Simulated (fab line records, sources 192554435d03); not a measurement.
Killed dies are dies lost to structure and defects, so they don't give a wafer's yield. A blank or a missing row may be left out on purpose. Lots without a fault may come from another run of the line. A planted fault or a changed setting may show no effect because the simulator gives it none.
Which tool did it? | flow n5_finfet | 24 lots, 72 wafers sampled, at 4 steps of a route of 1938

WHAT THE GAUGES READ, wafer by wafer
N5_BEOL_M9_OCD_MEAS_38. Usual: trench_depth_nm 151.1 nm, standard deviation 2.8.
lot  | measured     | on     | trench_depth_nm (nm) | flag
L074 | day 9 17:44  | ocd-02 | 149.7 150.1 156.9    |
L075 | day 9 22:47  | ocd-02 | 149.6 151.6 153.6    |
L076 | day 10 06:52 | ocd-02 | 153.2 155.5 153.0    |
L077 | day 10 07:16 | ocd-02 | 151.8 145.5 148.1    |
L078 | day 10 18:46 | ocd-01 | 153.4 153.5 155.1    |
L079 | day 10 19:06 | ocd-01 | 148.1 150.8 154.4    |
L080 | day 11 04:57 | ocd-01 | 150.5 154.1 154.0    |
L081 | day 11 09:42 | ocd-01 | 153.8 149.3 153.4    |
L082 | day 11 10:07 | ocd-02 | 144.9 149.4 149.5    |
L083 | day 11 18:55 | ocd-02 | 146.8 147.7 150.7    |
L085 | day 12 00:29 | ocd-02 | 151.7 150.7 148.9    |
L084 | day 12 03:51 | ocd-02 | 148.0 145.3 148.5    |
L086 | day 13 03:26 | ocd-02 | 153.2 151.1 150.3    |
L087 | day 13 06:36 | ocd-01 | 148.6 150.6 144.6    |
L089 | day 13 10:56 | ocd-01 | 152.4 150.1 152.2    |
L088 | day 13 18:25 | ocd-02 | 151.3 147.9 147.3    |
L091 | day 13 22:12 | ocd-02 | 156.6 148.1 148.5    |
L090 | day 14 17:31 | ocd-02 | 149.5 150.3 155.0    |
L092 | day 15 03:20 | ocd-01 | 146.6 150.5 146.5    |
L093 | day 16 00:02 | ocd-01 | 155.8 150.7 151.1    |
L094 | day 16 03:17 | ocd-01 | 148.5 154.3 152.7    |
L096 | day 16 03:43 | ocd-02 | 150.9 150.8 150.2    |
L097 | day 17 04:16 | ocd-02 | 150.5 150.5 151.6    |
L095 | day 17 16:37 | ocd-01 | 148.8 149.4 151.3    |

N5_BEOL_M10_OVL_MEAS_12. Usual: M10_OVL -0.2 nm, standard deviation 0.73.
lot  | measured     | on         | M10_OVL (nm)   | flag
L074 | day 10 00:08 | overlay-01 | -0.1 0.3 0.3   |
L075 | day 10 05:40 | overlay-01 | 0.0 1.1 -0.1   |
L076 | day 10 12:19 | overlay-01 | 0.2 -0.3 0.2   |
L077 | day 10 12:09 | overlay-01 | -0.7 0.4 -0.1  |
L078 | day 10 22:49 | overlay-01 | -1.0 0.6 -0.8  |
L079 | day 11 00:18 | overlay-01 | 0.2 -0.6 0.1   |
L080 | day 11 09:33 | overlay-01 | -0.8 1.1 -0.2  |
L081 | day 11 13:17 | overlay-02 | 0.4 0.9 -0.7   |
L082 | day 11 13:43 | overlay-02 | -0.4 -1.3 -0.4 |
L083 | day 12 01:35 | overlay-01 | -1.4 1.6 0.0   |
L085 | day 12 05:09 | overlay-01 | 0.2 0.8 -1.5   |
L084 | day 12 08:44 | overlay-02 | -0.8 -0.3 -0.7 |
L086 | day 13 08:31 | overlay-02 | -1.5 -1.1 -1.5 |
L087 | day 13 10:01 | overlay-01 | 0.9 -0.5 -0.1  |
L089 | day 13 18:46 | overlay-02 | -0.4 -0.8 0.4  |
L088 | day 13 23:05 | overlay-01 | -0.9 0.8 0.5   |
L091 | day 14 03:00 | overlay-02 | -0.8 -0.2 -1.4 |
L090 | day 14 21:41 | overlay-01 | -0.3 0.0 1.4   |
L092 | day 15 09:48 | overlay-01 | 1.5 0.4 0.4    |
L093 | day 16 03:44 | overlay-02 | -1.5 -0.4 0.4  |
L094 | day 16 11:43 | overlay-02 | -0.8 -0.4 -0.5 |
L096 | day 16 12:31 | overlay-02 | -0.1 0.0 -0.5  |
L097 | day 17 09:14 | overlay-01 | -0.4 -1.5 0.4  |
L095 | day 17 23:14 | overlay-02 | -0.9 -0.8 -0.8 |

N5_BEOL_M10_CD_MEAS_35: target cd 70 nm. Usual: cd_nm 69.7 nm, standard deviation 0.62.
lot  | measured     | on        | cd_nm (nm)     | flag
L074 | day 10 05:09 | cd_sem-01 | 68.0 68.9 69.0 |
L075 | day 10 07:29 | cd_sem-01 | 69.6 69.9 69.3 |
L076 | day 10 15:02 | cd_sem-02 | 69.5 69.9 69.9 |
L077 | day 10 15:12 | cd_sem-01 | 68.9 69.5 69.0 |
L078 | day 11 00:28 | cd_sem-02 | 70.8 70.5 70.1 |
L079 | day 11 02:51 | cd_sem-03 | 69.4 69.0 68.9 |
L080 | day 11 11:28 | cd_sem-02 | 68.8 69.7 69.4 |
L081 | day 11 15:47 | cd_sem-02 | 70.4 69.9 69.5 |
L082 | day 11 16:04 | cd_sem-02 | 69.6 68.3 68.9 |
L083 | day 12 04:04 | cd_sem-02 | 68.6 69.0 70.1 |
L085 | day 12 08:41 | cd_sem-03 | 70.1 70.9 70.2 |
L084 | day 12 10:28 | cd_sem-02 | 70.1 70.0 70.7 |
L086 | day 13 10:36 | cd_sem-02 | 70.3 69.8 69.5 |
L087 | day 13 14:13 | cd_sem-01 | 69.8 70.2 69.4 |
L089 | day 13 20:29 | cd_sem-01 | 69.5 69.6 68.9 |
L088 | day 14 01:13 | cd_sem-01 | 70.4 69.9 70.3 |
L091 | day 14 06:17 | cd_sem-03 | 69.6 69.6 69.4 |
L090 | day 14 23:34 | cd_sem-02 | 69.0 69.6 70.5 |
L092 | day 15 13:08 | cd_sem-02 | 70.3 69.3 69.2 |
L093 | day 16 06:15 | cd_sem-01 | 69.1 69.8 69.4 |
L094 | day 16 18:34 | cd_sem-01 | 69.4 69.7 69.8 |
L096 | day 16 18:54 | cd_sem-03 | 70.3 69.8 70.6 |
L097 | day 17 14:05 | cd_sem-01 | 70.1 69.8 69.8 |
L095 | day 18 02:39 | cd_sem-03 | 69.6 69.7 70.0 |

WHICH TOOL RAN EACH LOT (tool, then ch and the chambers of the sampled wafers, then the start)
lot  | N5_BEOL_M10_ETCH_61
L074 | rie_diel-01 ch 0,1,3, day 10 00:13
L075 | rie_diel-05 ch 1,2,3, day 10 05:47
L076 | rie_diel-01 ch 0,1,3, day 10 12:32
L077 | rie_diel-01 ch 0,2,3, day 10 12:15
L078 | rie_diel-01 ch 0,1,3, day 10 22:55
L079 | rie_diel-01 ch 0,2, day 11 00:52
L080 | rie_diel-05 ch 0,3, day 11 09:39
L081 | rie_diel-05 ch 0,2, day 11 13:23
L082 | rie_diel-03 ch 1,3, day 11 13:49
L083 | rie_diel-05 ch 0,2, day 12 01:49
L085 | rie_diel-03 ch 0,2, day 12 05:19
L084 | rie_diel-03 ch 0,2,3, day 12 08:52
L086 | rie_diel-03 ch 0,2, day 13 08:39
L087 | rie_diel-05 ch 2,3, day 13 11:19
L089 | rie_diel-01 ch 1,2,3, day 13 18:53
L088 | rie_diel-01 ch 2,3, day 13 23:13
L091 | rie_diel-01 ch 0,2,3, day 14 03:05
L090 | rie_diel-03 ch 1,2, day 14 21:46
L092 | rie_diel-05 ch 1,2,3, day 15 10:00
L093 | rie_diel-05 ch 1,2, day 16 04:01
L094 | rie_diel-03 ch 0,1,2, day 16 11:49
L096 | rie_diel-03 ch 2,3, day 16 12:37
L097 | rie_diel-01 ch 2,3, day 17 09:19
L095 | rie_diel-03 ch 2,3, day 17 23:19
- N5_BEOL_M10_ETCH_61: etches SiARC in CF4, target depth 39 nm, time 65 s.

WHAT THE TOOLS THEMSELVES READ (means of the sampled wafers that have a number; where no wafer has one, the mark that the record gives instead)
N5_BEOL_M10_ETCH_61. Usual: drypump_motor_current_A 5.7 A, standard deviation 0.43; etch_rf_on_time_s 65.4 s, standard deviation 1.5; oes_product_au 0.69 a.u., standard deviation 0.081; rf_vpp_V 184.4 V, standard deviation 1.3; showerhead_plenum_p_Torr 2.17 Torr, standard deviation 0.082; throttle_valve_pct 15.61 %, standard deviation 0.27.
lot  | tool        | drypump_motor_current_A (A) | etch_rf_on_time_s (s) | oes_product_au (a.u.) | rf_vpp_V (V) | showerhead_plenum_p_Torr (Torr) | throttle_valve_pct (%) | flag
L074 | rie_diel-01 | 5.6                         | 64.6                  | 0.73                  | 185.0        | 2.23                            | 15.60                  |
L075 | rie_diel-05 | 5.9                         | 65.7                  | 0.60                  | 183.5        | 2.12                            | 15.81                  |
L076 | rie_diel-01 | 5.6                         | 65.6                  | 0.71                  | 185.1        | 2.23                            | 15.61                  |
L077 | rie_diel-01 | 5.4                         | 65.9                  | 0.72                  | 184.8        | 2.23                            | 15.64                  |
L078 | rie_diel-01 | 5.6                         | 66.1                  | 0.71                  | 185.0        | 2.23                            | 15.61                  |
L079 | rie_diel-01 | 5.3                         | 66.7                  | 0.67                  | 185.6        | 2.21                            | 15.55                  |
L080 | rie_diel-05 | 6.1                         | 63.1                  | 0.74                  | 184.6        | 2.20                            | 15.34                  |
L081 | rie_diel-05 | 6.1                         | 63.5                  | 0.74                  | 184.8        | 2.25                            | 15.39                  |
L082 | rie_diel-03 | 5.4                         | 66.0                  | 0.66                  | 182.6        | 2.06                            | 15.67                  |
L083 | rie_diel-05 | 6.1                         | 65.1                  | 0.67                  | 185.3        | 2.22                            | 15.63                  |
L085 | rie_diel-03 | 5.8                         | 65.0                  | 0.65                  | 184.6        | 2.17                            | 15.80                  |
L084 | rie_diel-03 | 5.5                         | 66.9                  | 0.64                  | 182.3        | 2.11                            | 15.82                  |
L086 | rie_diel-03 | 5.5                         | 65.4                  | 0.70                  | 183.5        | 2.13                            | 15.66                  |
L087 | rie_diel-05 | 6.1                         | 65.4                  | 0.60                  | 184.2        | 2.14                            | 15.85                  |
L089 | rie_diel-01 | 5.8                         | 65.5                  | 0.70                  | 184.6        | 2.20                            | 15.58                  |
L088 | rie_diel-01 | 5.6                         | 65.8                  | 0.70                  | 185.4        | 2.20                            | 15.63                  |
L091 | rie_diel-01 | 5.5                         | 65.4                  | 0.69                  | 185.4        | 2.22                            | 15.70                  |
L090 | rie_diel-03 | 5.5                         | 65.2                  | 0.75                  | 184.2        | 2.10                            | 15.39                  |
L092 | rie_diel-05 | 5.9                         | 64.1                  | 0.72                  | 184.5        | 2.19                            | 15.56                  |
L093 | rie_diel-05 | 5.9                         | 65.9                  | 0.63                  | 184.8        | 2.16                            | 15.77                  |
L094 | rie_diel-03 | 5.8                         | 65.3                  | 0.75                  | 184.9        | 2.13                            | 15.39                  |
L096 | rie_diel-03 | 5.1                         | 66.1                  | 0.78                  | 184.4        | 2.22                            | 15.53                  |
L097 | rie_diel-01 | 5.6                         | 66.1                  | 0.69                  | 185.0        | 2.23                            | 15.83                  |
L095 | rie_diel-03 | 5.1                         | 65.4                  | 0.76                  | 184.2        | 2.22                            | 15.56                  |

THE ANSWER, worked out from the rows above alone
Rule: a lot is off if the mean of its wafers that have a number lies more than 3 standard deviations from the usual mean. A lot without any number at a reading at which 4 lots or more have one is off too. The other lots that the step has rows for count as sound. The gauges are gone through in route order, then the tools' own readings, and for those a lot's mean is taken as printed above. The first step at which some lot is off is used, and at that step the reading that is off furthest; a lot without a number counts as furthest.
No lot is off at any reading shown: from this, nothing can be told.

WHAT THE SIMULATOR HAD PUT IN
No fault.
